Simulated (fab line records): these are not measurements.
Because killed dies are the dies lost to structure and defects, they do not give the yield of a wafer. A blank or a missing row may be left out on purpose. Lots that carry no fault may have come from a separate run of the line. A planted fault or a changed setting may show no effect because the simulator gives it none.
fab line records	flow n5Finfet
record: lots: 5	wafers: 15	lastDay: 16
route steps=1938 shown BEOL_M7@1310 BEOL_M8@1332 PASSIVATION@1936
lots that met no fault: taken from a fault-free run of the same line
startH: the number of hours between the record's first day and the start of the first shown wafer of the lot	waitH: hours elapsed since this lot's preceding step	" identical to the entry in the row above	L1.1+2: several wafers, shown together as one row	- no value, or no start given	* or withheld: withheld	< > ~ a bound
route shown NAME@n: NAME is a module with steps in the file, n the number in the route of the first one	usual: the fault-free wafers' mean and standard deviation	same: alike in all rows	chamber/n: place in a boat	sites: readings site by site	_std_site: the values' standard deviation	_edge_site: inner sites' mean taken away from outer sites' mean	radiusMm: how far each site lies from the wafer's centre	mask NAME#n: copy n	behind: the tool/chamber that last shaped the wafer	hold: what put the lot on hold/how long, in hours/how the hold closed	device: which transistor (n, p or np) failed to switch	end of line: tests run on the same wafers once the route is complete	a step without rows: its recipe alone	killed: the dies lost at the first sort to structure and to defects; this is not the yield of the wafer	map: per-die view of a wafer (x killed, . not killed, _ where there is no die)
set.NAME: the run value of the setting; set.NAME@STEP: its run value at that earlier step	model.NAME: the simulator's own value behind a step, which no gauge read
lots at some steps of the route; a table a step, a row a wafer
services: a tool's chamber out of use, with start hour (startH, from the record's first day; less than 0 if before it), hours out, and reason
== steps ==
step: N5_BEOL_M7_STRIP_80
recipe: chemistry: N2/H2	timeS: 10	powerW: 450	tempC: 40	pressureMtorr: 20	rfFrequencyHz: 6e+07	biasPowerW: 7	n2FlowSccm: 200	h2FlowSccm: 200
step: N5_BEOL_M7_OCD_MEAS_38
usual: trenchDepthNm: 92.7/1.9
lot.wafer	tool	chamber	startH	waitH	trenchDepthNm
L831.2	ocd-01	-	225.34	-	93.4
L831.4	"	-	"	"	95.6
L831.6	"	-	"	"	91.7
L837.1	ocd-02	-	259.91	-	89.8
L837.3	"	-	"	"	93.3
L837.6	"	-	"	"	88.5
L839.1	ocd-01	-	271.57	-	90.3
L839.2	"	-	"	"	90.1
L839.6	"	-	"	"	96.5
L844.2	ocd-02	-	304.05	-	92.1
L844.5	"	-	"	"	92.7
L844.6	"	-	"	"	91.8
L845.1	ocd-01	-	306.05	-	95.3
L845.3	"	-	"	"	96.0
L845.6	"	-	"	"	91.9
step: N5_BEOL_M7_HM_STRIP_39
recipe: chemistry: peroxideTinStrip	material: TiN	targetDepthA: 250	tempC: 50	timeS: 158
step: N5_BEOL_M7_SRD_40
recipe: timeS: 30	tempC: 23	rinseLiquid: diw	dry: ipaMarangoni
step: N5_BEOL_M7_PRECLEAN_42
recipe: chemistry: residueRemover	timeS: 60	tempC: 40
step: N5_BEOL_M7_SRD_43
recipe: timeS: 30	tempC: 23	rinseLiquid: diw	dry: ipaMarangoni
step: N5_BEOL_M7_CD_MEAS_35
recipe: targetCdNm: 40	polarity: opening
usual: cdNm: 39.8/0.64
lot.wafer	tool	chamber	startH	waitH	cdNm
L831.2	cdSem-03	-	225.50	0.0	39.7
L831.4	"	-	"	"	39.5
L831.6	"	-	"	"	39.7
L837.1	cdSem-02	-	260.06	0.0	40.2
L837.3	"	-	"	"	39.2
L837.6	"	-	"	"	40.1
L839.1	cdSem-01	-	271.72	0.0	39.2
L839.2	"	-	"	"	40.0
L839.6	"	-	"	"	39.8
L844.2	cdSem-03	-	304.20	0.0	39.5
L844.5	"	-	"	"	39.4
L844.6	"	-	"	"	39.0
L845.1	cdSem-02	-	306.20	0.0	39.5
L845.3	"	-	"	"	39.8
L845.6	"	-	"	"	39.8
step: N5_BEOL_M7_CURE_75
recipe: tempC: 370	timeS: 120	ambient: DMADMS/He	material: SiCOH_lowk
usual: lampPowerPct: 52.31/0.054	wafer_temp_C_max: 371.6/0.6
lot.wafer	tool	chamber	startH	waitH	lampPowerPct	wafer_temp_C_max
L831.2	uvCure-02	2	225.59	0.1	52.40	370.8
L831.4	"	2	"	"	52.30	371.0
L831.6	"	2	"	"	52.26	371.2
L837.1	uvCure-02	1	260.11	0.0	52.25	371.4
L837.3	"	1	"	"	52.35	371.4
L837.6	"	1	"	"	52.28	370.9
L839.1	uvCure-01	0	272.04	0.3	52.27	371.8
L839.2	"	0	"	"	52.32	372.9
L839.6	"	0	"	"	52.35	371.8
L844.2	uvCure-01	1	304.29	0.1	52.26	372.0
L844.5	"	1	"	"	52.35	372.1
L844.6	"	1	"	"	52.26	373.1
L845.1	uvCure-02	0	306.24	0.0	52.32	371.3
L845.3	"	0	"	"	52.35	371.2
L845.6	"	0	"	"	52.30	371.3
step: N5_BEOL_M7_DEGAS_44
recipe: ambient: vacuum	tempC: 250	timeS: 60
usual: heaterPowerW: 319/20
lot.wafer	tool	chamber	startH	waitH	heaterPowerW
L831.2	pvdSputter-01	-	225.86	0.2	321
L831.4	"	-	"	"	332
L831.6	"	-	"	"	335
L837.1	pvdSputter-01	-	260.65	0.5	318
L837.3	"	-	"	"	328
L837.6	"	-	"	"	333
L839.1	pvdSputter-02	-	272.63	0.5	315
L839.2	"	-	"	"	330
L839.6	"	-	"	"	317
L844.2	pvdSputter-01	-	304.65	0.3	335
L844.5	"	-	"	"	336
L844.6	"	-	"	"	325
L845.1	pvdSputter-01	-	306.76	0.5	339
L845.3	"	-	"	"	297
L845.6	"	-	"	"	295
step: N5_BEOL_M7_PRE_CLEAN_45
recipe: gas: H2/He	timeS: 30	tempC: 250
usual: heaterPowerW: 320/19
lot.wafer	tool	chamber	startH	waitH	heaterPowerW
L831.2	pvdSputter-01	-	225.90	0.0	314
L831.4	"	-	"	"	325
L831.6	"	-	"	"	324
L837.1	pvdSputter-01	-	260.69	0.0	322
L837.3	"	-	"	"	339
L837.6	"	-	"	"	339
L839.1	pvdSputter-02	-	272.67	0.0	307
L839.2	"	-	"	"	329
L839.6	"	-	"	"	317
L844.2	pvdSputter-01	-	304.69	0.0	328
L844.5	"	-	"	"	334
L844.6	"	-	"	"	326
L845.1	pvdSputter-01	-	306.80	0.0	332
L845.3	"	-	"	"	299
L845.6	"	-	"	"	300
step: N5_BEOL_M7_ALD_77
recipe: material: TaN	targetThkA: 20	tempC: 275	aldPrecursorFamily: PDMAT	aldCoReactant: NH3	pressureTorr: 3	carrierFlowSccm: 1500	pulseTimeS: 2	purgeTimeS: 3	coReactantPurgeTimeS: 2	coReactantPulseTimeS: 3	aldCycles: 40	precursorVesselTempC: 75	precursorVesselPressureTorr: 26.25	precursorVesselCarrierSccm: 1000
step: N5_BEOL_M7_SURFACE_TREAT_79
recipe: gas: Ar	timeS: *	ionEnergyEv: *	ionCurrentMaCm2: 0.5	pressureMtorr: *	arFlowSccm: 30
step: N5_BEOL_M7_CVD_78
recipe: material: Co	targetThkA: 20	tempC: withheld	precursor: CCTBA/H2	pressureTorr: 30	timeS: 142.3
lot.wafer	tool	chamber	startH	waitH
L831.2+4+6	cvdCo-02	0,2,0	226.39	0.1
L837.1+3+6	cvdCo-02	1,0,0	261.13	0.1
L839.1+2+6	cvdCo-01	2,1,1	273.13	0.1
L844.2+5+6	cvdCo-02	0,0,1	305.13	0.1
L845.1+3+6	cvdCo-02	1,0,0	307.28	0.0
step: N5_BEOL_M7_SPUTTER_48
recipe: material: Cu	targetThkA: 100	tempC: -20	biasV: 60	powerW: 26000	chamberPressurePa: 0.13	timeS: 1.667
step: N5_BEOL_M7_ECD_50
recipe: material: Cu	targetThkA: 3000
step: N5_BEOL_M7_ANNEAL_51
recipe: tempC: 225	timeS: 90	ambient: N2
usual: wafer_temp_C_max: 226.1/0.55
lot.wafer	tool	chamber	startH	waitH	wafer_temp_C_max
L831.2	rtpAnneal-01	0	227.96	1.3	226.1
L831.4	"	0	"	"	227.7
L831.6	"	0	"	"	226.2
L837.1	rtpAnneal-01	0	261.47	0.1	225.8
L837.3	"	0	"	"	226.3
L837.6	"	0	"	"	225.9
L839.1	rtpAnneal-01	0	273.97	0.4	226.2
L839.2	"	0	"	"	226.4
L839.6	"	0	"	"	226.9
L844.2	rtpAnneal-01	0	305.61	0.2	226.1
L844.5	"	0	"	"	225.8
L844.6	"	0	"	"	226.7
L845.1	rtpAnneal-01	0	307.63	0.1	226.5
L845.3	"	0	"	"	226.9
L845.6	"	0	"	"	225.9
step: N5_BEOL_M7_CMP_52
recipe: stopOn: SiCOH_lowk	tOverpolishS: 6.9	downForcePsi: 1	platenRpm: 50	clearingPlatenDownForcePsi: 1.5	clearingPlatenRpm: 50	postCmpClean: cuAlkaline	targetThkNm: 80	clearingPlatenPadVelocityMS: 0.99484	padVelocityMS: 0.99484
step: N5_BEOL_M7_THK_MEAS_53
recipe: thkMeasGauge: xrf	reads: Cu_of_BEOL_M7_ECD_50
usual: M7_THK: 76.0/2.2
lot.wafer	tool	chamber	startH	waitH	M7_THK[nm]
L831.2	filmMetro-01	-	228.51	-	77.4
L831.4	"	-	"	"	80.1
L831.6	"	-	"	"	73.9
L837.1	filmMetro-01	-	262.06	-	73.8
L837.3	"	-	"	"	75.9
L837.6	"	-	"	"	73.6
L839.1	filmMetro-01	-	274.56	-	72.2
L839.2	"	-	"	"	73.4
L839.6	"	-	"	"	77.8
L844.2	filmMetro-01	-	306.17	-	79.6
L844.5	"	-	"	"	78.5
L844.6	"	-	"	"	79.0
L845.1	filmMetro-02	-	308.24	-	79.7
L845.3	"	-	"	"	78.2
L845.6	"	-	"	"	74.3
step: N5_BEOL_M7_PRE_CLEAN_55
recipe: gas: NH3	timeS: 15	tempC: withheld	rfPowerW: 300
step: N5_BEOL_M7_DEP_56
recipe: material: SiCN	targetThkA: 100	tempC: withheld	precursor: 3MS/NH3	pressureTorr: 3	rfW: 202	timeS: 17.5
usual: showerheadPlenumPTorr: 3.659/0.009	throttleValvePct: 9.1/0.75
lot.wafer	tool	chamber	startH	waitH	showerheadPlenumPTorr	throttleValvePct
L831.2	pecvd-02	0	228.57	0.0	3.664	9.0
L831.4	"	2	"	"	3.660	8.3
L831.6	"	0	"	"	3.657	9.0
L837.1	pecvd-04	1	262.12	0.0	3.653	9.7
L837.3	"	2	"	"	3.667	8.8
L837.6	"	2	"	"	3.658	8.9
L839.1	pecvd-01	2	274.62	0.0	3.664	7.7
L839.2	"	1	"	"	3.653	10.5
L839.6	"	2	"	"	3.673	8.2
L844.2	pecvd-04	1	306.24	0.0	3.650	9.3
L844.5	"	1	"	"	3.660	9.3
L844.6	"	0	"	"	3.653	9.5
L845.1	pecvd-04	1	308.31	0.0	3.658	9.5
L845.3	"	0	"	"	3.640	9.4
L845.6	"	1	"	"	3.656	9.5
step: N5_BEOL_M7_RS_MEAS_57
recipe: thkMeasGauge: four-point-probe	reads: Cu_of_BEOL_M7_ECD_50+Co_of_BEOL_M7_CVD_78+TaN_of_BEOL_M7_ALD_77
usual: M7_RS: 0.291/0.0097
lot.wafer	tool	chamber	startH	waitH	M7_RS[ohm/sq]
L831.2	filmMetro-01	-	228.64	0.1	0.283
L831.4	"	-	"	"	0.272
L831.6	"	-	"	"	0.299
L837.1	filmMetro-02	-	262.19	0.1	0.300
L837.3	"	-	"	"	0.290
L837.6	"	-	"	"	0.302
L839.1	filmMetro-01	-	274.69	0.1	0.309
L839.2	"	-	"	"	0.303
L839.6	"	-	"	"	0.281
L844.2	filmMetro-02	-	306.33	0.1	0.279
L844.5	"	-	"	"	0.284
L844.6	"	-	"	"	0.283
L845.1	filmMetro-01	-	308.40	0.1	0.272
L845.3	"	-	"	"	0.277
L845.6	"	-	"	"	0.297
step: N5_BEOL_M8_ILD_DEP_00
recipe: material: SiCOH_lowk	targetThkA: 1797.5	tempC: 300	precursor: DEMS/porogen	pressureTorr: 5	rfW: 500	timeS: 33.4
step: N5_BEOL_M8_CURE_74
recipe: tempC: 385	timeS: 240	ambient: He/Ar	material: SiCOH_lowk
step: N5_BEOL_M8_THK_MEAS_01
recipe: reads: SiCOH_lowk_of_BEOL_M8_ILD_DEP_00
usual: M8_ILD_THK: 154.8/2.3
lot.wafer	tool	chamber	startH	waitH	M8_ILD_THK[nm]
L831.2	filmMetro-02	-	229.30	0.4	152.0
L831.4	"	-	"	"	155.7
L831.6	"	-	"	"	154.3
L837.1	filmMetro-01	-	262.83	0.4	154.0
L837.3	"	-	"	"	149.3
L837.6	"	-	"	"	155.4
L839.1	filmMetro-02	-	275.44	0.4	155.2
L839.2	"	-	"	"	155.8
L839.6	"	-	"	"	158.2
L844.2	filmMetro-02	-	307.06	0.4	156.6
L844.5	"	-	"	"	156.5
L844.6	"	-	"	"	156.5
L845.1	filmMetro-01	-	309.04	0.4	150.2
L845.3	"	-	"	"	151.0
L845.6	"	-	"	"	153.8
step: N5_BEOL_M8_PECVD_70
recipe: material: SiO2	targetThkA: 200	tempC: 400	precursor: TEOS/O2	pressureTorr: 5.5	rfW: 450	teosFlowSccm: 53.8	gas: O2	flowSccm: 3000	timeS: 22.7
step: N5_BEOL_M8_HM_DEP_02
recipe: material: TiN	targetThkA: 200	tempC: 25	chamberPressurePa: 0.49996
step: N5_BEOL_M8_COAT_59
recipe: resist: SOC	tempC: 250	timeS: 60	spinRpm: 1500	resistThkNm: 100
step: N5_BEOL_M8_COAT_60
recipe: resist: SiARC	tempC: 220	timeS: 60	spinRpm: 1500	resistThkNm: 35
step: N5_BEOL_M8_COAT_05
recipe: resist: CAR-ArF	spinRpm: 1500	resistThkNm: 90
step: N5_BEOL_M8_EBR_07
recipe: solvent: PGMEA	ebrWidthMm: 1.5
step: N5_BEOL_M8_SOFTBAKE_06
recipe: tempC: 110	timeS: 60	resist: CAR-ArF
step: N5_BEOL_M8_EXPOSE_08
recipe: maskId: M8	na: 1.35	sourceShape: dipole	sigmaInner: 0.817	sigmaOuter: 0.97	polarization: te	doseMj: 68.25
step: N5_BEOL_M8_PEB_09
recipe: pebTempC: withheld	pebTimeS: 60	resist: CAR-ArF
step: N5_BEOL_M8_DEVELOP_10
recipe: developTimeS: 30	developer: TMAH	resist: CAR-ArF	rinseLiquid: diw	dry: airSpin	devTempC: 23
step: N5_BEOL_M8_CD_MEAS_11
recipe: targetCdNm: 38.5	landingEnergyEv: 500	detector: seInlens	polarity: opening
usual: cdNm: 38.4/0.51
lot.wafer	tool	chamber	startH	waitH	cdNm
L831.2	cdSem-01	0	230.19	-	38.3
L831.4	"	0	"	"	38.5
L831.6	"	0	"	"	38.1
L837.1	cdSem-02	0	264.11	-	38.1
L837.3	"	0	"	"	38.4
L837.6	"	0	"	"	37.6
L839.1	cdSem-01	0	276.48	-	38.0
L839.2	"	0	"	"	38.2
L839.6	"	0	"	"	38.2
L844.2	cdSem-03	0	308.10	-	39.2
L844.5	"	0	"	"	38.6
L844.6	"	0	"	"	39.1
L845.1	cdSem-01	0	311.49	-	37.6
L845.3	"	0	"	"	38.0
L845.6	"	0	"	"	37.6
step: N5_BEOL_M8_OVL_MEAS_12
recipe: pointsPerWafer: 44
usual: M8_OVL: -0.3/0.62
lot.wafer	tool	chamber	startH	waitH	M8_OVL[nm]
L831.2	overlay-01	0	230.22	0.0	-0.8
L831.4	"	0	"	"	-0.4
L831.6	"	0	"	"	0.6
L837.1	overlay-01	0	264.14	0.0	-0.8
L837.3	"	0	"	"	0.2
L837.6	"	0	"	"	0.2
L839.1	overlay-02	0	276.51	0.0	-0.6
L839.2	"	0	"	"	0.3
L839.6	"	0	"	"	-0.4
L844.2	overlay-01	0	308.13	0.0	-0.8
L844.5	"	0	"	"	-0.1
L844.6	"	0	"	"	-0.7
L845.1	overlay-02	0	311.52	0.0	0.8
L845.3	"	0	"	"	-0.5
L845.6	"	0	"	"	-0.2
step: N5_BEOL_M8_DESCUM_16
recipe: chemistry: O2	timeS: 7.9	sourcePowerW: 50	biasPowerW: 20	pressureMtorr: 20	rfFrequencyHz: 2.712e+07	tempC: 40	resist: CAR-ArF	o2FlowSccm: 225
step: N5_BEOL_M8_ETCH_61
recipe: chemistry: CF4	target: SiARC	targetDepthA: 455	maskMaterial: CAR-ArF	timeS: 75.8	ionEnergyEv: 80	pressureMtorr: 40	sourceW: 545	biasW: 36	Ar_flow_sccm: 100	cf4FlowSccm: 100	ends: cleared
step: N5_BEOL_M8_ETCH_62
recipe: chemistry: N2/H2	target: SOC	targetDepthA: 1100	overetchA: 220	maskMaterial: SiARC	tempC: 40	timeS: 165	ionEnergyEv: 200	pressureMtorr: 30	sourceW: 840	biasW: 150	n2FlowSccm: 200	h2FlowSccm: 200
step: N5_BEOL_M8_STRIP_68
recipe: chemistry: N2/H2	tempC: 40	n2FlowSccm: 200	h2FlowSccm: 200	rfFrequencyHz: 6e+07
step: N5_PASSIVATION_PROBE_49
usual: defectLimitedYield: 90.9/1.5	killed_at_M0_to_M3: 36/9.9	killed_at_M4_up: 13/4.5	killedAtContacts: 13/6.4	killedAtFrontEnd: 42/12	killedAtOther: 3.4/3	killedDies: 107/18	killedOnRim: 14/4.3	killedOpen: 69/13	killedShort: 35/8.2	sort_bin_5_function: 5.3/1.1	sort_bin_6_memory: 3.4/0.69	sortNPass: 1073/18	sortYieldPct: 90.9/1.5
same: grossDies: 1180	killedAtBackSide: 0	sort_bin_4_leakage[%]: 0	sort_bin_8_speed[%]: 0
lot.wafer	tool	chamber	startH	waitH	defectLimitedYield[%]	killed_at_M0_to_M3	killed_at_M4_up	killedAtContacts	killedAtFrontEnd	killedAtOther	killedDies	killedOnRim	killedOpen	killedShort	sort_bin_5_function[%]	sort_bin_6_memory[%]	sortNPass	sortYieldPct[%]
L837.1	prober-01	-	333.57	0.0	91.8	46	17	6	28	0	97	10	60	37	4.6	3.4	1083	91.8
L837.3	prober-01	-	333.67	0.1	90.3	37	18	9	48	3	115	16	74	36	5.6	3.5	1065	90.3
L837.6	prober-01	-	333.82	0.3	91.4	37	8	11	45	1	102	11	67	33	4.7	3.6	1078	91.4
L839.1	prober-02	-	343.95	0.0	94.0	27	6	5	30	3	71	2	45	24	3.8	2.2	1109	94.0
L839.2	prober-02	-	344.00	0.1	94.4	18	11	8	26	3	66	9	48	16	2.5	2.8	1114	94.4
L839.6	prober-02	-	344.20	0.3	92.4	37	8	5	37	3	90	20	57	27	3.5	3.2	1090	92.4
L845.1	prober-01	-	376.81	0.8	78.1	47	138	8	62	3	258	16	90	42	13.6	5.5	922	78.1
L845.3	prober-01	-	376.91	0.9	79.7	44	136	4	55	0	239	31	81	34	12.5	5.7	941	79.7
L845.6	prober-01	-	377.06	1.0	79.5	30	138	14	58	2	242	32	73	43	13.6	4.3	938	79.5
killed by level:class
L837.1 BEOL_M2:geometricParticle:open=13 FIN_SAQP:geometricParticle:short=9 BEOL_M0_SAQP:geometricParticle:short=9 FIN_SAQP:geometricParticle:open=6 MOL_CONTACT_COAG:geometricParticle:open=6 BEOL_M3:geometricParticle:open=6 BEOL_M1:geometricParticle:open=5 BEOL_M2:geometricParticle:short=5
L837.3 BEOL_M1:geometricParticle:open=11 FIN_SAQP:geometricParticle:short=9 STI_FIN_REVEAL:geometricParticle:open=9 MOL_CONTACT_COAG:geometricParticle:open=9 BEOL_M0_SAQP:geometricParticle:short=9 FIN_SAQP:geometricParticle:open=7 BEOL_M4:geometricParticle:open=7 BEOL_M0_SAQP:geometricParticle:open=5
L837.6 FIN_SAQP:geometricParticle:short=13 BEOL_M0_SAQP:geometricParticle:open=12 MOL_CONTACT_COAG:geometricParticle:open=10 FIN_SAQP:geometricParticle:open=9 BEOL_M2:geometricParticle:open=9 BEOL_M0_SAQP:geometricParticle:short=6 ILD0:geometricParticle:open=4 BEOL_M3:geometricParticle:open=4
L839.1 BEOL_M3:geometricParticle:open=13 STI_FIN_REVEAL:geometricParticle:open=8 GATE_CUT:geometricParticle:short=6 FIN_SAQP:geometricParticle:open=5 BEOL_M0_SAQP:geometricParticle:short=4 STARTING-WAFER:geometricParticle:short=4 MOL_CONTACT_COAG:geometricParticle:open=3 BEOL_M2:geometricParticle:open=3
L839.2 FIN_SAQP:geometricParticle:open=6 BEOL_M0_SAQP:geometricParticle:open=6 STI_FIN_REVEAL:geometricParticle:open=5 MOL_CONTACT_COAG:geometricParticle:open=5 BEOL_M0:geometricParticle:open=4 BEOL_M4:geometricParticle:open=4 GATE_CUT:geometricParticle:open=3 BEOL_M1:geometricParticle:open=3
L839.6 BEOL_M0_SAQP:geometricParticle:open=8 BEOL_M2:geometricParticle:open=7 STI_FIN_REVEAL:geometricParticle:open=6 GATE_CUT:geometricParticle:short=6 BEOL_M1:geometricParticle:open=6 BEOL_M0_SAQP:geometricParticle:short=6 BEOL_M3:geometricParticle:open=5 HKMG_FIN:areaEtch=5
L845.1 BEOL_M7:unspecified=122 FIN_SAQP:geometricParticle:open=20 GATE_CUT:geometricParticle:short=14 STI_FIN_REVEAL:geometricParticle:open=13 BEOL_M2:geometricParticle:open=10 BEOL_M1:geometricParticle:open=8 BEOL_M4:geometricParticle:open=8 BEOL_M0:geometricParticle:open=7
L845.3 BEOL_M7:unspecified=121 STI_FIN_REVEAL:geometricParticle:open=17 BEOL_M3:geometricParticle:open=14 BEOL_M2:geometricParticle:open=9 FIN_SAQP:geometricParticle:open=8 BEOL_M4:geometricParticle:open=7 GATE_CUT:geometricParticle:short=6 FIN_SAQP:geometricParticle:short=5
L845.6 BEOL_M7:unspecified=123 FIN_SAQP:geometricParticle:open=17 MOL_CONTACT_COAG:geometricParticle:open=10 FIN_SAQP:geometricParticle:short=7 DUMMY_GATE:geometricParticle:open=7 BEOL_M5:geometricParticle:open=6 GATE_CUT:geometricParticle:short=5 BEOL_M2:geometricParticle:open=5
map L845.1 (x killed, . not)
_________________............________________
______________......xx......xx.._____________
___________.x..............x.......__________
__________...................xx....._________
________.x..x....x.x...............x.._______
_______.......x...............x........______
______......x.x...............x..x......_____
_____...x................x.x...x...x.....____
____.x..xx...........................xx...___
___x.....x.......x...........x.............__
___.......x...................x.....x.x...x__
__...x.....xx.x...x.......x................x_
__.....x......x.x...x.x........x.xx........._
_..............x...............x.x...x.....x.
_.......x..x........x....x........xx.........
_......x...x.xxxx..............x...x.........
_..x.....x...xxxxxxxx..............x.......x.
_..........xxxxxxxxx.x..x.....xxx...x........
_.........xxxxxxxxxxxx.x.x.......x..x.xx.....
_.......xxxxxxxxxxxxxx.xx.......x....x.......
_xx...x.xxxxxxxxxxxxxx.........x.......x.....
__......xxxxxxxxxxxx.x..x.......x....x......_
__.......xxxxxxxxxxxxx..............x.x..x.._
___.....xxxxxxxxxxxxxxxx.....x.......x..x..__
___....x...xxxxxxxxxxx......x..............__
____........x.x.xxxx........x.........x...___
_____....x....x.xxx..xx..xx.............x____
______.x......xx...x.x..x.x....x........_____
_______......xx....x..x...............x______
________...x.x....x.........x........._______
__________..............x......xx..._________
___________........................__________
______________....x............._____________
_________________........x...________________
map L837.3 (x killed, . not)
_________________............________________
______________.x...x............_____________
___________.x..............x.......__________
__________.x........................_________
________...x.x.......x................_______
_______...............x................______
______.............x................x..._____
_____...xx.............x...x.............____
____.....................x...x......x.....___
___x................x..x......x......x....x__
___......x..........x..x.......x.....xx....__
__...............x.x.x.......x.......x.xx.x._
__.......................x.......x.....x...._
_..............x....x....x...............x...
_...xx.....................................x.
_...........x........x........x.......x......
_...........x.......................x........
_..............x..................xx.........
_....x........x......x...x..x................
_............................................
_...........x......................x.........
__........x..x......................x..x...x_
__..x...x..x...........x......x......x......_
___.x....x.................xxx..........x.x__
___........................x...............__
____x.x.............xx.........x.........x___
_____..x.............x....x.........x....____
______................x....x.......x..x._____
_______x.x.............................______
________x...x.........xx..........x..._______
__________........x..x.xx..........._________
___________x...x.......x...........__________
______________..x....x.....x...._____________
_________________.......x....________________
== services ==
tool	chamber	startH	hours	kind
pecvd-01	2	202.38	-	clean
pecvd-01	2	202.38	-	consumableReplace:showerhead
pecvd-01	2	202.38	29.0	scheduledDown
pecvd-01	2	202.38	29.0	ventCycle
uvCure-01	-	209.12	2.1	pm
cvdCo-01	0	211.71	6.2	repair
pecvd-04	-	218.53	6.0	pm
uvCure-01	-	228.81	7.5	pm
pecvd-02	0	238.79	12.3	repair
pecvd-04	0	259.29	2.1	scheduledDown
pecvd-04	0	272.73	8.0	repair
pecvd-01	0	276.77	4.4	repair
uvCure-02	-	278.54	2.1	pm
cvdCo-02	2	279.64	3.0	repair
pecvd-04	-	286.91	2.5	repair
pecvd-01	0	289.85	5.5	scheduledDown
pecvd-04	2	305.03	5.5	scheduledDown
cvdCo-02	-	305.69	0.8	repair
== key ==
firstSign: step: N5_PASSIVATION_PROBE_49	reading: killed_at_M4_up	direction: up	sigmas: 28	usual: 13	struck: 137
effect: step: N5_PASSIVATION_PROBE_49	reading: killedDies	direction: up	sigmas: 7.7	usual: 107	struck: 246
moreKillsBornAt: N5_BEOL_M7_CVD_78@cvdCo-02: 366
metAt N5_BEOL_M7_CVD_78
struckWafers L845.1,L845.3,L845.6
onsetBetween 305.13 307.28
alsoFits time
fault: kind: chamberParticleSource	tool: cvdCo-02	chamber: -	onsetH: 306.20	steps: N5_BEOL_M7_CVD_78	ratePerVisitCm2: 0.93638
